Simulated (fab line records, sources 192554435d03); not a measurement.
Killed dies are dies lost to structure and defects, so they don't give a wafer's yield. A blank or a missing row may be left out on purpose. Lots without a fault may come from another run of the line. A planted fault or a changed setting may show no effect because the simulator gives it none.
fab line records | flow n5_finfet
record lots=10 wafers=28 last_day=18
route steps=1938 shown BEOL_M6@1229 BEOL_M7@1263
lots that met no fault: from a run of the same line without faults
start_h: hours from the record's first day to the start of the lot's first wafer shown | wait_h: hours since the lot's step before | " the same as in the row above | L1.1+2: a row that stands for several wafers | - no value, or no start given | * or withheld: withheld | < > ~ a bound
route shown NAME@n: a module of which the file shows steps, and the number in the route of the first | usual: mean/standard deviation of fault-free wafers | same: alike in all rows | chamber/n: place in a boat | sites: the reading at each site | _std_site: their standard deviation | _edge_site: outer sites' mean less inner sites' | radius_mm: how far each site lies from the wafer's centre | mask NAME#n: copy n | behind: the tool/chamber that last shaped the wafer | hold: why the lot was held/for how many hours/how that ended | device: the transistor (n, p or np) that didn't switch | end of line: the same wafers' tests at the end of the route | a step without rows: its recipe alone | killed: dies lost to structure and defects at the first sort, not the wafer's yield | map: a wafer's dies, x killed, . not, _ none there
set.NAME: the setting as run; set.NAME@STEP: as run at that earlier step | model.NAME: the simulator's own value behind a step, which no gauge read
steps of the route over a sample of lots; a table a step, a row a wafer
services: from which hour (start_h, from the record's first day; less than 0 if before it) a tool's chamber was out of use, for how many hours, and why
## steps
# step N5_BEOL_M6_INSPECT_30
# recipe mode=adi inspect_instrument=brightfield
# usual raw_defect_count=423/110
# columns lot.wafer tool chamber start_h wait_h raw_defect_count
L541.2 defect_inspect-02 - 186.07 0.0 381
L541.3 " - " " 296
L541.6 " - " " 371
L542.1 defect_inspect-01 - 186.12 0.1 559
L542.2 " - " " 367
L542.3 " - " " 401
L544.2 defect_inspect-01 - 190.08 0.0 388
L544.4 " - " " 469
L543.1 defect_inspect-02 - 190.13 0.1 414
L543.3 " - " " 383
L543.4 " - " " 439
L547.1 defect_inspect-02 - 208.69 0.1 325
L547.5 " - " " 366
L555.1 defect_inspect-02 - 270.23 0.1 604
L555.2 " - " " 843
L555.4 " - " " 522
L560.2 defect_inspect-02 - 290.65 0.0 505
L560.3 " - " " 324
L560.4 " - " " 289
L562.2 defect_inspect-02 - 320.07 0.0 486
L562.4 " - " " 534
L562.6 " - " " 379
L563.1 defect_inspect-01 - 334.03 0.1 326
L563.5 " - " " 416
L563.6 " - " " 294
L564.1 defect_inspect-02 - 334.23 0.1 358
L564.3 " - " " 308
L564.5 " - " " 408
# step N5_BEOL_M6_ETCH_72
# recipe chemistry=N2/H2 target=underlayer target_depth_a=65 mask_material=CAR-EUV time_s=5.2 ion_energy_ev=200 pressure_mtorr=30 source_w=840 bias_w=150 n2_flow_sccm=200 h2_flow_sccm=200 ends=cleared
# usual drypump_motor_current_A=5.9/0.42 etch_rf_on_time_s=5.17/0.061 oes_product_au=0.69/0.08 rf_vpp_V=523.6/2.5 showerhead_plenum_p_Torr=2.53/0.083 throttle_valve_pct=17.72/0.22
# columns lot.wafer tool chamber start_h wait_h drypump_motor_current_A etch_rf_on_time_s oes_product_au rf_hours_counter_h rf_vpp_V showerhead_plenum_p_Torr throttle_valve_pct
L541.2 rie_diel-02 1 186.21 0.0 4.8 5.21 0.59 232 519.4 2.41 17.90
L541.3 " 2 " " 5.6 5.22 0.79 17 524.4 2.60 17.94
L541.6 " 1 " " 4.8 5.20 0.59 - 519.4 2.41 17.89
L542.1 rie_diel-03 1 186.28 0.0 5.8 5.16 0.61 206 525.7 2.63 17.82
L542.2 " 2 " " 6.4 5.10 0.61 199 520.9 2.42 17.78
L542.3 " 3 " " 6.3 5.24 0.58 246 521.5 2.51 18.26
L544.2 rie_diel-03 3 190.15 0.0 6.3 5.25 0.59 248 523.3 2.51 18.25
L544.4 " 2 " " 6.4 5.11 0.62 - 522.1 2.42 17.77
L543.1 rie_diel-01 3 190.19 0.0 6.2 5.11 0.73 54 527.5 2.69 17.53
L543.3 " 2 " " 5.6 5.10 0.64 182 525.1 2.53 17.63
L543.4 " 1 " " 5.9 5.01 0.76 37 520.9 2.48 17.71
L547.1 rie_diel-03 1 208.78 0.0 5.8 5.13 0.61 215 524.6 2.63 17.83
L547.5 " 2 " " 6.4 5.24 0.60 - 521.8 2.41 17.79
L555.1 rie_diel-03 0 270.32 0.0 6.3 5.16 0.76 28 523.5 2.49 17.36
L555.2 " 3 " " 6.3 5.09 0.79 13 522.9 2.50 17.86
L555.4 " 1 " " 5.8 5.14 0.59 240 525.7 2.62 17.89
L560.2 rie_diel-03 1 290.72 0.0 5.8 5.23 0.59 248 526.4 2.61 17.91
L560.3 " 0 " " 6.3 5.25 0.75 35 520.8 2.49 17.37
L560.4 " 2 " " 6.4 5.20 0.59 239 519.6 2.40 17.85
L562.2 rie_diel-01 3 320.14 0.0 6.2 5.13 0.68 99 526.1 2.67 17.66
L562.4 " 2 " " 5.6 5.15 0.61 231 523.9 2.51 17.72
L562.6 " 2 " " 5.6 5.14 0.61 - 521.3 2.51 17.72
L563.1 rie_diel-01 2 334.53 0.0 5.6 5.11 0.62 235 521.2 2.51 17.71
L563.5 " 1 " " 5.9 5.08 0.70 - 519.6 2.46 17.77
L563.6 " 0 " " 6.2 5.06 0.73 - 523.5 2.58 17.40
L564.1 rie_diel-03 3 334.67 0.0 6.3 5.14 0.75 37 522.8 2.49 17.91
L564.3 " 1 " " 5.8 5.14 0.81 7 525.3 2.61 17.51
L564.5 " 1 " " 5.8 5.17 0.80 - 526.1 2.61 17.50
# step N5_BEOL_M6_ETCH_41
# recipe chemistry=CH3F/O2 target=SiCN target_depth_a=297 taper_deg=2 time_s=52 ion_energy_ev=120 mask_material=TiN pressure_mtorr=30 source_w=395 bias_w=75 Ar_flow_sccm=150 CH3F_flow_sccm=30 O2_flow_sccm=20
# usual drypump_motor_current_A=5.9/0.42 oes_product_au=0.81/0.094 rf_vpp_V=297.1/1.6 showerhead_plenum_p_Torr=1.99/0.066 throttle_valve_pct=16.17/0.24
# columns lot.wafer tool chamber start_h wait_h drypump_motor_current_A oes_product_au rf_hours_counter_h rf_vpp_V showerhead_plenum_p_Torr throttle_valve_pct
L541.2 rie_diel-02 1 - - 4.8 0.69 232 294.8 1.89 16.28
L541.3 " 2 " " 5.6 0.94 17 299.9 2.04 16.43
L541.6 " 1 " " 4.8 0.69 - 295.6 1.89 16.29
L542.1 rie_diel-03 1 - - 5.8 0.72 206 299.2 2.06 16.28
L542.2 " 2 " " 6.4 0.71 199 294.5 1.90 16.26
L542.3 " 3 " " 6.3 0.69 246 297.2 1.98 16.70
L544.2 rie_diel-03 3 - - 6.3 0.69 248 296.7 1.98 16.70
L544.4 " 2 " " 6.4 0.72 - 295.4 1.90 16.27
L543.1 rie_diel-01 3 - - 6.2 0.84 54 298.9 2.12 15.99
L543.3 " 2 " " 5.6 0.75 182 297.5 1.99 16.07
L543.4 " 1 " " 5.9 0.88 37 296.0 1.95 16.07
L547.1 rie_diel-03 1 - - 5.8 0.71 215 297.3 2.06 16.33
L547.5 " 2 " " 6.4 0.71 - 294.1 1.89 16.28
L555.1 rie_diel-03 0 - - 6.3 0.90 28 295.0 1.95 15.81
L555.2 " 3 " " 6.3 0.94 13 296.1 1.97 16.23
L555.4 " 1 " " 5.8 0.70 240 299.5 2.05 16.37
L560.2 rie_diel-03 1 - - 5.8 0.69 248 299.1 2.05 16.38
L560.3 " 0 " " 6.3 0.89 35 296.8 1.95 15.84
L560.4 " 2 " " 6.4 0.69 239 294.6 1.88 16.35
L562.2 rie_diel-01 3 - - 6.2 0.79 99 298.4 2.10 16.08
L562.4 " 2 " " 5.6 0.71 231 295.6 1.98 16.17
L562.6 " 2 " " 5.6 0.72 - 297.8 1.98 16.19
L563.1 rie_diel-01 2 - - 5.6 0.72 235 298.0 1.98 16.18
L563.5 " 1 " " 5.9 0.81 - 295.5 1.93 16.17
L563.6 " 0 " " 6.2 0.85 - 298.6 2.03 15.86
L564.1 rie_diel-03 3 - - 6.3 0.88 38 295.4 1.96 16.30
L564.3 " 1 " " 5.8 0.95 7 299.5 2.05 15.92
L564.5 " 1 " " 5.8 0.96 - 297.5 2.05 15.94
# step N5_BEOL_M7_ILD_DEP_00
# recipe material=SiCOH_lowk target_thk_a=1797.5 temp_c=300 precursor=DEMS/porogen pressure_torr=5 rf_w=500 time_s=33.4
# usual heater_power_w=310/41 showerhead_plenum_p_Torr=5.739/0.015 throttle_valve_pct=14.0/0.39
# columns lot.wafer tool chamber start_h wait_h heater_power_w showerhead_plenum_p_Torr throttle_valve_pct
L542.1 pecvd-02 1 189.92 0.0 224 5.742 13.5
L542.2 " 0 " " 324 5.753 14.0
L542.3 " 2 " " 348 5.728 13.6
L541.2 pecvd-02 0 190.19 0.0 328 5.764 14.1
L541.3 " 1 " " 268 5.752 13.3
L541.6 " 0 " " 335 5.778 14.2
L544.2 pecvd-02 1 192.85 0.0 254 5.764 13.3
L544.4 " 1 " " 259 5.746 13.4
L543.1 pecvd-02 2 193.29 0.0 312 5.727 13.7
L543.3 " 1 " " 296 5.762 13.2
L543.4 " 1 " " 230 5.745 13.3
L547.1 pecvd-02 1 212.18 0.0 295 5.757 13.3
L547.5 " 0 " " 330 5.756 14.1
L555.1 pecvd-01 2 274.11 0.0 254 5.737 13.4
L555.2 " 0 " " 307 5.723 13.6
L555.4 " 0 " " 317 5.716 13.8
L560.2 pecvd-04 1 294.22 0.0 337 5.747 13.9
L560.3 " 2 " " 357 5.711 14.0
L560.4 " 1 " " 332 5.725 14.1
L562.2 pecvd-04 0 323.67 0.0 278 5.726 14.1
L562.4 " 2 " " 360 5.727 14.2
L562.6 " 1 " " 311 5.756 14.3
L563.1 pecvd-04 0 338.83 0.0 264 5.737 14.4
L563.5 " 0 " " 266 5.729 14.5
L563.6 " 2 " " 329 5.715 14.2
L564.1 pecvd-02 0 339.36 0.0 322 5.760 14.1
L564.3 " 1 " " 277 5.756 13.4
L564.5 " 0 " " 322 5.759 14.4
# step N5_BEOL_M7_THK_MEAS_01
# recipe reads=SiCOH_lowk_of_BEOL_M7_ILD_DEP_00
# usual M7_ILD_THK=154.6/1.9
# columns lot.wafer tool chamber start_h wait_h M7_ILD_THK[nm]
L542.1 film_metro-01 - 190.49 0.4 152.0
L542.2 " - " " 154.6
L542.3 " - " " 154.0
L541.2 film_metro-01 - 191.24 0.7 152.4
L541.3 " - " " 150.7
L541.6 " - " " 152.6
L544.2 film_metro-02 - 193.43 0.4 151.9
L544.4 " - " " 169.6
L543.1 film_metro-01 - 193.87 0.4 166.2
L543.3 " - " " 152.2
L543.4 " - " " 171.6
L547.1 film_metro-02 - 212.76 0.4 166.4
L547.5 " - " " 154.7
L555.1 film_metro-01 - 274.69 0.4 152.6
L555.2 " - " " 155.0
L555.4 " - " " 156.4
L560.2 film_metro-01 - 294.80 0.4 153.1
L560.3 " - " " 153.9
L560.4 " - " " 156.8
L562.2 film_metro-01 - 324.48 0.4 152.8
L562.4 " - " " 154.8
L562.6 " - " " 153.6
L563.1 film_metro-02 - 339.40 0.4 153.0
L563.5 " - " " 156.2
L563.6 " - " " 156.2
L564.1 film_metro-02 - 339.94 0.4 154.3
L564.3 " - " " 155.8
L564.5 " - " " 157.6
## services
# columns tool chamber start_h hours kind
rie_diel-03 0 165.62 14.4 repair
rie_diel-01 1 172.82 7.6 repair
rie_diel-02 0 174.77 2.9 repair
rie_diel-03 0 180.07 - clean
rie_diel-03 0 180.07 - consumable_replace:focus_ring
rie_diel-03 0 180.07 19.5 scheduled_down
rie_diel-03 0 180.07 19.5 vent_cycle
rie_diel-03 3 199.55 - clean
rie_diel-03 3 199.55 - consumable_replace:focus_ring
rie_diel-03 3 199.55 31.3 scheduled_down
rie_diel-03 3 199.55 31.3 vent_cycle
rie_diel-01 3 225.93 4.2 repair
pecvd-01 - 296.54 5.5 pm
rie_diel-03 1 296.75 - clean
rie_diel-03 1 296.75 - consumable_replace:focus_ring
rie_diel-03 1 296.75 21.4 scheduled_down
rie_diel-03 1 296.75 21.4 vent_cycle
rie_diel-03 - 297.60 0.3 repair
rie_diel-03 2 307.14 2.8 repair
rie_diel-03 2 325.56 - clean
rie_diel-03 2 325.56 - consumable_replace:focus_ring
rie_diel-03 2 325.56 - consumable_replace:showerhead
rie_diel-03 2 325.56 22.2 scheduled_down
rie_diel-01 - 326.39 2.8 pm
## key
first_sign step=N5_BEOL_M7_THK_MEAS_01 reading=M7_ILD_THK direction=up sigmas=7.3 usual=154.6 struck=168.5
effect none on later readings
met_at N5_BEOL_M7_ILD_DEP_00
struck_lots L543,L544,L547
struck_wafers L543.1,L543.4,L544.4,L547.1
not_acting_at N5_BEOL_M6_INSPECT_30,N5_BEOL_M6_ETCH_72,N5_BEOL_M6_ETCH_41
onset_between 190.19 192.85
fault kind=process_parameter_drift tool=pecvd-02 chamber=- onset_h=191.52 steps=N5_BEOL_M7_ILD_DEP_00 channel=time_s offset=* shape=step end_h=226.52 scope=struck_wafers_only acts_in=* stated=*
